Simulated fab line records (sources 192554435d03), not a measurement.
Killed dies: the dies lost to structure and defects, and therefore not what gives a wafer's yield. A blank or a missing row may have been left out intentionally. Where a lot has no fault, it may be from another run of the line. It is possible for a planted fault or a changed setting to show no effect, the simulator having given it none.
fab line records -- flow n5Finfet
record lots=5, wafers=12, lastDay=17
route steps=1938 shown HKMG_FIN@461 GATE_CUT@465 MOL_CONTACT_COAG@560 BEOL_M4@1111 PASSIVATION@1936
lots with no fault: from the same line, run without faults
startH: the number of hours between the record's first day and the start of the first shown wafer of the lot -- waitH: how many hours have passed since the lot's step before this one -- " identical to the entry in the row above -- L1.1+2: one row covering several wafers at once -- - no value, or no start given -- * or withheld: withheld -- < > ~ a bound
route shown NAME@n: names a module that has steps shown in the file, with the first one's number in the route -- usual: mean/standard deviation of fault-free wafers -- same: alike in all rows -- chamber/n: place in a boat -- sites: the reading at each site -- _std_site: standard deviation across them -- _edge_site: outer sites' mean less inner sites' -- radiusMm: for every site, how far away it sits from the centre of the wafer -- mask NAME#n: copy n -- behind: the last tool/chamber to shape the wafer -- hold: why the lot went on hold/how many hours it stayed there/how the hold came to an end -- device: whichever transistor did not switch (one of n, p or np) -- end of line: the route-end tests of the same wafers -- a step given without rows: its recipe and nothing more -- killed: dies that structure and defects cost at the first sort, which is not the same as the wafer's yield -- map: per-die view of a wafer (x killed, . not killed, _ where there is no die)
set.NAME: setting as actually run; set.NAME@STEP: the setting as run at that earlier step -- model.NAME: the simulator's own value behind a step, which no gauge read
lots at selected steps of the route; one table per step, one row per wafer
services: when a tool's chamber went out of use (startH, in hours from the record's first day, below 0 if earlier), for how many hours, and the reason
## steps
# step N5_HKMG_FIN_CMP_23
# recipe stopOn=SiNx, tOverpolishS=10, postCmpClean=rinseOnly, downForcePsi=4, platenRpm=50.289, padVelocityMS=1.0006, targetThkNm=46.326
# step N5_HKMG_FIN_CMP_94
# recipe stopOn=SiNx, postCmpClean=wDiluteNh4oh, tOverpolishS=4.7, downForcePsi=4, platenRpm=50.289, padVelocityMS=1.0006, targetThkNm=43.299
# step N5_GATE_CUT_ETCHBACK_00
# recipe chemistry=SF6/Cl2, target=W, pressureMtorr=8, icpW=900, biasW=80, SF6_flow_sccm=40, Cl2_flow_sccm=60
# step N5_GATE_CUT_ETCH_56
# recipe chemistry=Cl2/Ar, target=TiN, targetDepthA=216, pressureMtorr=10, icpW=600, biasW=60, Cl2_flow_sccm=40, Ar_flow_sccm=60
# step N5_GATE_CUT_ETCHBACK_30
# recipe chemistry=Cl2/Ar, target=TiN, targetDepthA=30, mode=isotropic, pressureMtorr=10, icpW=600, biasW=60, Cl2_flow_sccm=40, Ar_flow_sccm=60
# step N5_GATE_CUT_VAPOR_ETCH_60
# recipe chemistry=BCl3/Cl2, target=HfO2, mode=isotropic
# step N5_GATE_CUT_ETCH_58
# recipe chemistry=CH3F/O2, target=SiNx, targetDepthA=170, timeS=128.6, ionEnergyEv=50, pressureMtorr=30, sourceW=415, biasW=21, Ar_flow_sccm=150, CH3F_flow_sccm=30, O2_flow_sccm=20
# step N5_GATE_CUT_STRIP_59
# recipe chemistry=N2/H2, timeS=20, powerW=100, tempC=40, pressureMtorr=100, rfFrequencyHz=6e+07, biasPowerW=3, n2FlowSccm=300, h2FlowSccm=300
# step N5_GATE_CUT_PRECLEAN_31
# recipe tempC=23, chemistry=DIW, timeS=300
# step N5_GATE_CUT_SRD_32
# recipe timeS=30, tempC=23, rinseLiquid=diw, dry=ipaMarangoni
# step N5_GATE_CUT_SAC_CAP_01
# recipe material=SiNx, targetThkA=240, tempC=400, aldPrecursorFamily=SiH2I2, aldCoReactant=N2/H2-plasma, pulseTimeS=1, aldCycles=480, purgeTimeS=2, coReactantPurgeTimeS=2, pressureTorr=2
# usual aldCycles=480/0, heaterPowerW=864/64, precursorPulseHeightRel=0.998/0.019, susceptorTempC=399.98/0.19
# same pulseTimeS=1
lot.wafer,tool,chamber,startH,waitH,aldCycles,heaterPowerW,precursorPulseHeightRel,susceptorTempC,model.SiNx_of_GATE_CUT_SAC_CAP_01.thkNm
L783.3,aldSin-01,1,112.50,0.0,480,908,0.994,399.66,24.2
L783.4,aldSin-01,3,112.50,0.0,480,948,0.970,399.85,23.8
L783.6,aldSin-01,3,113.58,1.1,480,965,1.012,400.09,23.8
L792.2,aldSin-01,2,166.45,0.0,742,873,0.972,400.58,37.2
L792.6,aldSin-01,2,167.54,1.1,480,864,0.991,400.23,24.2
L796.2,aldSin-01,0,188.28,0.1,742,913,1.008,400.02,37.2
L796.3,aldSin-01,1,188.28,0.1,742,857,0.974,400.01,37
L795.3,aldSin-01,0,190.94,0.6,742,897,1.008,400.20,37.2
L795.6,aldSin-01,1,192.02,1.6,480,890,1.019,400.15,24
L800.3,aldSin-04,0,219.07,0.0,480,812,0.973,400.19,24
L800.4,aldSin-04,1,220.15,1.1,480,837,0.985,399.91,23.8
L800.6,aldSin-04,2,220.15,1.1,480,781,1.007,400.06,23.8
# step N5_GATE_CUT_PECVD_57
# recipe material=SiNx, targetThkA=210, tempC=400, precursor=SiH4/NH3/N2, pressureTorr=1.5, rfW=300
# step N5_GATE_CUT_CMP_02
# recipe stopOn=SiO2, tOverpolishS=12.7, postCmpClean=alkalineBrush, downForcePsi=2.5, platenRpm=51.8, padVelocityMS=1.0307, targetThkNm=0
# step N5_GATE_CUT_HM_DEP_46
# recipe material=SiO2, targetThkA=1300, tempC=400, precursor=TEOS/O2, pressureTorr=6.5, rfW=900, teosFlowSccm=161.4, gas=O2, flowSccm=2650, timeS=26.6
# step N5_GATE_CUT_COAT_34
# recipe resist=SOC, tempC=250, timeS=60, spinRpm=1500, resistThkNm=60
# step N5_GATE_CUT_COAT_35
# recipe resist=SiARC, tempC=220, timeS=60, spinRpm=1500, resistThkNm=10
# step N5_GATE_CUT_COAT_27
# recipe resist=underlayer, tempC=205, timeS=60, spinRpm=1500, resistThkNm=10
# step N5_GATE_CUT_COAT_07
# recipe resist=CAR-EUV, spinRpm=1500, resistThkNm=30
# step N5_GATE_CUT_EBR_09
# recipe solvent=PGMEA, ebrWidthMm=1.5
# step N5_GATE_CUT_SOFTBAKE_08
# recipe tempC=110, timeS=60, resist=CAR-EUV
# step N5_GATE_CUT_EXPOSE_10
# recipe maskId=GATE_CUT, na=0.33, sourceShape=annular, sigmaInner=0.35, sigmaOuter=0.8, polarization=unpolarized, targetCdNm=20, doseMj=43.25
# step N5_GATE_CUT_PEB_11
# recipe pebTempC=100, pebTimeS=60, resist=CAR-EUV
# step N5_GATE_CUT_DEVELOP_12
# recipe developTimeS=30, developer=TMAH, resist=CAR-EUV, rinseLiquid=surfactantRinse, dry=airSpin, devTempC=23
# step N5_GATE_CUT_DESCUM_18
# recipe chemistry=O2, timeS=7, sourcePowerW=50, biasPowerW=20, pressureMtorr=20, rfFrequencyHz=2.712e+07, tempC=40, resist=CAR-EUV, o2FlowSccm=225
# step N5_GATE_CUT_ETCH_28
# recipe chemistry=N2/H2, target=underlayer, targetDepthA=130, maskMaterial=CAR-EUV, timeS=10.4, ionEnergyEv=200, pressureMtorr=30, sourceW=840, biasW=150, n2FlowSccm=200, h2FlowSccm=200, ends=cleared
# step N5_GATE_CUT_ETCH_36
# recipe chemistry=CF4, target=SiARC, targetDepthA=130, maskMaterial=CAR-EUV, timeS=21.7, ionEnergyEv=80, pressureMtorr=40, sourceW=545, biasW=36, Ar_flow_sccm=100, cf4FlowSccm=100, ends=cleared
# step N5_GATE_CUT_ETCH_37
# recipe chemistry=N2/H2, target=SOC, targetDepthA=600, overetchA=120, maskMaterial=SiARC, tempC=40, timeS=90, ionEnergyEv=200, pressureMtorr=30, sourceW=840, biasW=150, n2FlowSccm=200, h2FlowSccm=200
# step N5_GATE_CUT_STRIP_38
# recipe chemistry=N2/H2, tempC=40, n2FlowSccm=200, h2FlowSccm=200, rfFrequencyHz=6e+07
# step N5_GATE_CUT_STRIP_39
# recipe chemistry=N2/H2, tempC=40, n2FlowSccm=200, h2FlowSccm=200, rfFrequencyHz=6e+07
# step N5_GATE_CUT_HM_OPEN_40
# recipe chemistry=C4F6/O2, target=SiO2, maskMaterial=SiARC, targetDepthA=1390, timeS=85.1, ionEnergyEv=250, pressureMtorr=30, sourceW=345, biasW=185, Ar_flow_sccm=300, C4F6_flow_sccm=10, O2_flow_sccm=10, ends=cleared
# step N5_GATE_CUT_STRIP_41
# recipe chemistry=CF4, resist=SiARC, powerW=300, biasPowerW=75, pressureMtorr=50, cf4FlowSccm=150, rfFrequencyHz=6e+07
# step N5_GATE_CUT_STRIP_42
# recipe chemistry=O2, powerW=400, tempC=40, pressureMtorr=30, rfFrequencyHz=6e+07, biasPowerW=0, overashFraction=0.3, o2FlowSccm=225
# step N5_GATE_CUT_ETCH_19
# recipe chemistry=CH3F/O2, target=SiNx, maskMaterial=SiO2, targetDepthA=537, timeS=76.7, pressureMtorr=30, sourceW=395, biasW=73, Ar_flow_sccm=150, CH3F_flow_sccm=30, O2_flow_sccm=20, ionEnergyEv=120, ends=cleared
# usual CH3F_flow_sccm=29.99/0.093, drypumpMotorCurrentA=5.7/0.32, etchRfOnTimeS=76.4/1.6, oesProductAu=0.68/0.054, rfVppV=299/9.4, showerheadPlenumPTorr=2.00/0.068, throttleValvePct=16.32/0.24
lot.wafer,tool,chamber,startH,waitH,CH3F_flow_sccm,drypumpMotorCurrentA,etchRfOnTimeS,oesProductAu,rfHoursCounterH,rfVppV,showerheadPlenumPTorr,throttleValvePct
L783.3,rieDiel-01,1,116.01,0.0,29.88,5.9,75.6,0.63,176,302,1.92,16.55
L783.4,rieDiel-01,0,116.01,0.0,29.97,5.8,77.9,0.75,33,312,2.05,16.05
L783.6,rieDiel-01,2,116.01,0.0,29.95,6.3,74.2,0.65,-,297,2.10,16.42
L792.2,rieDiel-04,0,170.11,0.0,30.00,5.7,62.0,0.68,102,284,2.00,16.32
L792.6,rieDiel-04,1,170.11,0.0,30.09,5.7,74.1,0.75,-,302,1.95,16.10
L796.2,rieDiel-03,1,191.62,0.0,29.92,5.3,62.0,0.69,109,299,2.04,16.30
L796.3,rieDiel-03,0,191.62,0.0,30.10,5.7,61.8,0.74,48,310,2.11,16.50
L795.3,rieDiel-03,0,194.38,0.0,30.03,5.7,61.7,0.74,48,311,2.11,16.51
L795.6,rieDiel-03,3,194.38,0.0,29.94,5.9,76.8,0.60,-,290,1.99,16.63
L800.3,rieDiel-01,0,222.60,0.0,29.99,5.8,78.5,0.71,62,311,2.04,16.13
L800.4,rieDiel-01,1,222.60,0.0,29.93,5.9,73.4,0.63,204,302,1.91,16.58
L800.6,rieDiel-01,3,222.60,0.0,29.99,5.7,78.0,0.64,-,292,1.92,16.53
# step N5_GATE_CUT_CUT_ETCH_53
# recipe chemistry=SF6/Cl2, target=W, maskMaterial=SiO2, targetDepthA=792, pressureMtorr=8, icpW=900, biasW=80, SF6_flow_sccm=40, Cl2_flow_sccm=60, ends=cleared
# step N5_GATE_CUT_CUT_ETCH_54
# recipe chemistry=Cl2/BCl3, target=TiN, maskMaterial=SiO2, targetDepthA=967, pressureMtorr=10, icpW=1000, biasW=126, Cl2_flow_sccm=53.25, bcl3FlowSccm=21.75, Ar_flow_sccm=25, ends=cleared
# step N5_GATE_CUT_CUT_ETCH_55
# recipe chemistry=BCl3, target=HfO2, maskMaterial=SiO2, targetDepthA=32, ionEnergyEv=30, pressureMtorr=5, icpW=450, biasW=18, bcl3FlowSccm=80
# step N5_MOL_CONTACT_COAG_CMP_28
# recipe stopOn=SiNx, tOverpolishS=0.85, postCmpClean=alkalineBrush, downForcePsi=4.15, platenRpm=51.8, padVelocityMS=1.0307, targetThkNm=14.522
# usual motorCurrentA=12.0/1, timeToEndpointS=6.3/2.5
lot.wafer,tool,chamber,startH,waitH,motorCurrentA,timeToEndpointS,model.SiNx_of_GATE_CUT_SAC_CAP_01.thkNm
L783.4,cmp-03,1,128.92,0.0,12.4,6.5,17.8
L783.3,cmp-03,0,128.92,0.0,12.9,10.2,18
L783.6,cmp-03,2,128.92,0.0,11.1,8.8,17.8
L792.2,cmp-03,0,185.37,0.8,13.6,9.6,27.8
L792.6,cmp-03,3,185.37,0.8,12.2,5.6,18.2
L796.2,cmp-04,3,203.14,0.8,11.1,6.4,27.8
L796.3,cmp-04,2,203.14,0.8,12.2,4.4,27.6
L795.3,cmp-04,1,206.66,0.8,12.5,5.8,27.8
L795.6,cmp-04,0,206.66,0.8,9.7,9.0,18
L800.4,cmp-04,2,233.84,0.8,12.3,2.6,17.8
L800.3,cmp-04,3,233.84,0.8,11.7,7.0,17.8
L800.6,cmp-04,2,233.84,0.8,11.4,6.1,17.8
# step N5_MOL_CONTACT_COAG_THK_MEAS_29
# recipe reads=SiNx_of_GATE_CUT_PECVD_57+SiNx_of_GATE_CUT_SAC_CAP_01
# usual MD_CAP_THK=17.92/0.11
lot.wafer,tool,chamber,startH,waitH,MD_CAP_THK[nm]
L783.3,filmMetro-01,-,129.22,-,18.04
L783.4,filmMetro-01,-,129.22,-,17.78
L783.6,filmMetro-01,-,129.22,-,17.72
L792.2,filmMetro-02,-,185.62,-,27.79
L792.6,filmMetro-02,-,185.62,-,18.14
L796.2,filmMetro-02,-,203.43,-,27.77
L796.3,filmMetro-02,-,203.43,-,27.68
L795.3,filmMetro-02,-,206.91,-,27.81
L795.6,filmMetro-02,-,206.91,-,17.89
L800.3,filmMetro-01,-,234.10,-,17.91
L800.4,filmMetro-01,-,234.10,-,17.71
L800.6,filmMetro-01,-,234.10,-,17.77
# step N5_MOL_CONTACT_COAG_ETCH_47
# recipe chemistry=CH3F/O2, target=SiNx, targetDepthA=270, maskMaterial=SiO2, stopOn=W, overEtchFrac=0.2, ionEnergyEv=120, endpoint=OES-CN, pressureMtorr=30, sourceW=395, biasW=73, Ar_flow_sccm=150, CH3F_flow_sccm=30, O2_flow_sccm=20, ends=endPoint
# usual CH3F_flow_sccm=30.00/0.083, drypumpMotorCurrentA=5.7/0.55, etchRfOnTimeS=31.4/0.69, oesProductAu=0.72/0.085, rfVppV=296/7.6, showerheadPlenumPTorr=2.01/0.073, throttleValvePct=16.25/0.23
lot.wafer,tool,chamber,startH,waitH,CH3F_flow_sccm,drypumpMotorCurrentA,etchRfOnTimeS,oesProductAu,rfHoursCounterH,rfVppV,showerheadPlenumPTorr,throttleValvePct,model.etch.tClearS,model.MOL_CONTACT_COAG.featureDepthNm,model.etch.depthNm
L783.3,rieDiel-05,2,131.13,0.0,30.11,6.5,32.5,0.82,12,301,2.14,16.14,27.11,18.6,18.02
L783.4,rieDiel-05,1,131.13,0.0,29.89,5.4,31.5,0.62,-,286,1.99,16.41,26.22,18.4,17.8
L783.6,rieDiel-05,2,131.13,0.0,29.99,6.5,31.5,0.82,-,301,2.14,16.14,26.23,18.4,17.74
L792.2,rieDiel-05,3,187.55,0.0,29.90,5.7,48.4,0.82,16,302,1.95,16.29,40.36,28.8,27.77
L792.6,rieDiel-05,0,187.55,0.0,30.08,5.5,31.5,0.71,-,296,1.93,16.20,26.23,18.8,18.12
L796.2,rieDiel-06,1,205.63,0.0,29.92,5.5,50.7,0.59,250,284,2.05,16.83,42.28,28.6,27.8
L796.3,rieDiel-06,2,205.63,0.0,30.01,6.4,47.1,0.79,36,305,2.12,16.11,39.27,28.6,27.63
L795.3,rieDiel-02,3,210.38,0.0,29.98,6.5,49.3,0.61,220,287,1.97,16.52,41.07,28.6,27.78
L795.6,rieDiel-02,0,210.38,0.0,30.03,5.5,30.7,0.70,-,294,2.00,16.25,25.57,18.4,17.91
L800.3,rieDiel-06,3,235.73,0.0,30.08,5.7,30.8,0.83,18,296,1.95,15.86,25.67,18.4,17.88
L800.4,rieDiel-06,1,235.73,0.0,30.04,5.5,30.9,0.85,3,284,2.05,16.24,25.77,18.4,17.75
L800.6,rieDiel-06,2,235.73,0.0,30.04,6.4,29.7,0.79,-,306,2.11,16.11,24.72,18.4,17.79
# step N5_BEOL_M4_RC_MEAS_101
# usual DIBL_N=37.1/2.4, DIBL_P=37/3, IOFF_N=0.18/0.053, IOFF_P=0.21/0.05, ION_N=674/14, ION_P=459/9.2, SS_N=72.1/0.9, SS_P=73.4/0.89, VT_N=250/3.8, VT_P=-251/3.7
lot.wafer,tool,chamber,startH,waitH,DIBL_N[mV/V],DIBL_P[mV/V],IOFF_N[nA/um],IOFF_P[nA/um],ION_N[uA/um],ION_P[uA/um],SS_N[mV/dec],SS_P[mV/dec],VT_N[mV],VT_P[mV]
L783.3,prober-02,0,206.00,0.3,32.0,29,0.08,0.10,628,434,71.0,71.1,261,-260
L783.4,prober-02,0,206.00,0.3,35.8,34,0.13,0.15,657,442,71.5,72.9,255,-257
L783.6,prober-02,0,206.00,0.3,35.8,34,0.13,0.14,645,438,71.7,72.4,255,-259
L792.2,prober-02,0,265.53,0.2,38.1,40,0.20,0.25,684,468,71.8,74.4,246,-250
L792.6,prober-02,0,265.53,0.2,36.2,37,0.16,0.20,673,457,72.0,73.1,248,-251
L796.2,prober-01,0,280.71,0.2,43.0,45,0.32,0.38,703,473,73.5,75.2,244,-241
L796.3,prober-01,0,280.71,0.2,36.5,37,0.17,0.24,678,472,71.8,73.4,247,-246
L795.3,prober-02,0,282.76,0.3,35.6,33,0.14,0.18,670,452,71.2,72.0,253,-251
L795.6,prober-02,0,282.76,0.3,36.8,37,0.18,0.24,683,471,72.2,73.0,248,-247
L800.3,prober-01,0,309.93,0.3,38.0,39,0.20,0.21,685,458,72.1,73.7,248,-254
L800.4,prober-01,0,309.93,0.3,35.8,35,0.15,0.16,662,443,71.5,73.2,253,-257
L800.6,prober-01,0,309.93,0.3,36.7,36,0.16,0.17,667,448,71.7,73.5,247,-257
# step N5_PASSIVATION_PROBE_49
# usual defectLimitedYield=91.6/1.4, killed_at_M0_to_M3=32/9.5, killed_at_M4_up=13/6, killedAtContacts=12/5.6, killedAtFrontEnd=39/11, killedAtOther=2.8/2.3, killedDies=99/16, killedOpen=65/12, killedShort=32/7.6, sort_bin_4_leakage=0.1/0.88, sort_bin_5_function=4.8/0.88, sort_bin_6_memory=3.2/0.65, sort_bin_8_speed=0.2/2, sortNPass=1077/29, sortYieldPct=91.2/2.5
# same grossDies=1180, killedAtBackSide=0
lot.wafer,tool,chamber,startH,waitH,defectLimitedYield[%],killed_at_M0_to_M3,killed_at_M4_up,killedAtContacts,killedAtFrontEnd,killedAtOther,killedDies,killedOpen,killedShort,sort_bin_4_leakage[%],sort_bin_5_function[%],sort_bin_6_memory[%],sort_bin_8_speed[%],sortNPass,sortYieldPct[%]
L792.2,prober-01,-,375.47,0.6,92.6,23,13,10,35,6,87,54,29,0,4.2,2.6,0,1093,92.6
L796.2,prober-02,-,395.56,0.1,92.1,47,9,8,27,2,93,55,36,0.8,4.6,3.0,0,1077,91.3
L800.3,prober-01,-,419.04,0.1,92.9,20,21,11,31,1,84,42,40,0,4.4,2.5,0,1096,92.9
L800.4,prober-01,-,419.09,0.2,93.4,32,15,13,17,1,78,53,21,0,3.5,2.8,0,1102,93.4
L800.6,prober-01,-,419.19,0.3,90.8,28,32,20,25,4,109,73,35,0,5.5,3.5,0,1071,90.8
# killed by level:class
L792.2 MOL_CONTACT_COAG:geometricParticle:open=9 BEOL_M4:geometricParticle:open=6 GATE_CUT:geometricParticle:open=5 BEOL_M0_SAQP:geometricParticle:short=5 BEOL_M2:geometricParticle:open=5 BEOL_M3:geometricParticle:open=5 STARTING-WAFER:geometricParticle:open=5 STI_FIN_REVEAL:geometricParticle:open=4
L796.2 BEOL_M0_SAQP:geometricParticle:open=11 BEOL_M0_SAQP:geometricParticle:short=8 DUMMY_GATE:geometricParticle:open=7 BEOL_M0:geometricParticle:open=7 BEOL_M1:geometricParticle:short=7 BEOL_M2:geometricParticle:open=7 DUMMY_GATE:geometricParticle:short=4 GATE_CUT:geometricParticle:short=4
L800.3 FIN_SAQP:geometricParticle:short=10 MOL_CONTACT_COAG:geometricParticle:open=8 FIN_SAQP:geometricParticle:open=7 BEOL_M0_SAQP:geometricParticle:short=7 BEOL_M4:geometricParticle:open=6 BEOL_M5:geometricParticle:short=5 BEOL_M1:geometricParticle:open=4 GATE_CUT:geometricParticle:short=4
L800.4 MOL_CONTACT_COAG:geometricParticle:open=11 BEOL_M4:geometricParticle:open=10 BEOL_M0_SAQP:geometricParticle:short=8 BEOL_M1:geometricParticle:open=6 BEOL_M0_SAQP:geometricParticle:open=5 BEOL_M3:geometricParticle:open=5 BEOL_M2:geometricParticle:open=4 FIN_SAQP:geometricParticle:open=3
L800.6 BEOL_M4:geometricParticle:open=17 MOL_CONTACT_COAG:geometricParticle:open=16 BEOL_M1:geometricParticle:open=8 DUMMY_GATE:geometricParticle:open=7 BEOL_M3:geometricParticle:open=6 BEOL_M3:geometricParticle:short=6 FIN_SAQP:geometricParticle:short=4 MOL_CONTACT_COAG:geometricParticle:short=4
## services
tool,chamber,startH,hours,kind
rieDiel-06,2,92.18,-,clean
rieDiel-06,0,93.20,17.5,repair
cmp-04,-,94.94,7.2,pm
aldSin-04,0,100.88,8.9,repair
rieDiel-05,2,111.68,4.3,repair
cmp-03,-,115.97,0.8,repair
cmp-04,-,127.08,4.0,pm
cmp-04,-,131.08,-,consumableReplace:conditioner
cmp-04,-,131.08,-,consumableReplace:pad
cmp-03,-,133.50,0.8,repair
rieDiel-04,-,146.76,2.8,pm
rieDiel-05,0,153.50,6.6,repair
rieDiel-04,2,163.49,3.9,repair
cmp-04,-,180.72,2.6,repair
cmp-03,-,189.92,16.7,pm
rieDiel-05,-,198.73,14.6,pm
aldSin-04,2,202.84,1.5,repair
rieDiel-01,-,207.15,2.3,repair
cmp-03,-,213.17,0.3,repair
aldSin-04,3,216.15,3.2,repair
cmp-04,-,216.24,0.4,repair
cmp-03,-,217.93,4.0,pm
rieDiel-01,-,229.78,2.5,repair
rieDiel-05,0,231.06,1.6,repair
## key
firstSign step=N5_GATE_CUT_SAC_CAP_01, reading=aldCycles, direction=up, sigmas=99+, usual=*, struck=*
effect step=N5_GATE_CUT_ETCH_19, reading=etchRfOnTimeS, direction=down, sigmas=8.9, usual=*, struck=*
effect step=N5_MOL_CONTACT_COAG_THK_MEAS_29, reading=MD_CAP_THK, direction=up, sigmas=91, usual=17.92, struck=27.76
effect step=N5_MOL_CONTACT_COAG_ETCH_47, reading=etchRfOnTimeS, direction=up, sigmas=26, usual=*, struck=*
modelEffect step=N5_GATE_CUT_SAC_CAP_01, value=SiNx_of_GATE_CUT_SAC_CAP_01.thkNm, without=24.15, struck=37.15
modelEffect step=N5_MOL_CONTACT_COAG_CMP_28, value=SiNx_of_GATE_CUT_SAC_CAP_01.thkNm, without=17.95, struck=27.75
modelEffect step=N5_MOL_CONTACT_COAG_ETCH_47, value=etch.tClearS, without=26.39, struck=40.75
metAt N5_GATE_CUT_SAC_CAP_01
struckWafers L792.2,L795.3,L796.2,L796.3
onsetBetween 112.50 166.45
fault kind=processParameterDrift, tool=aldSin-01, chamber=-, onsetH=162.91, steps=N5_GATE_CUT_SAC_CAP_01, channel=aldCycles, offset=*, shape=step, endH=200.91, scope=struckWafersOnly, actsIn=*, stated=*
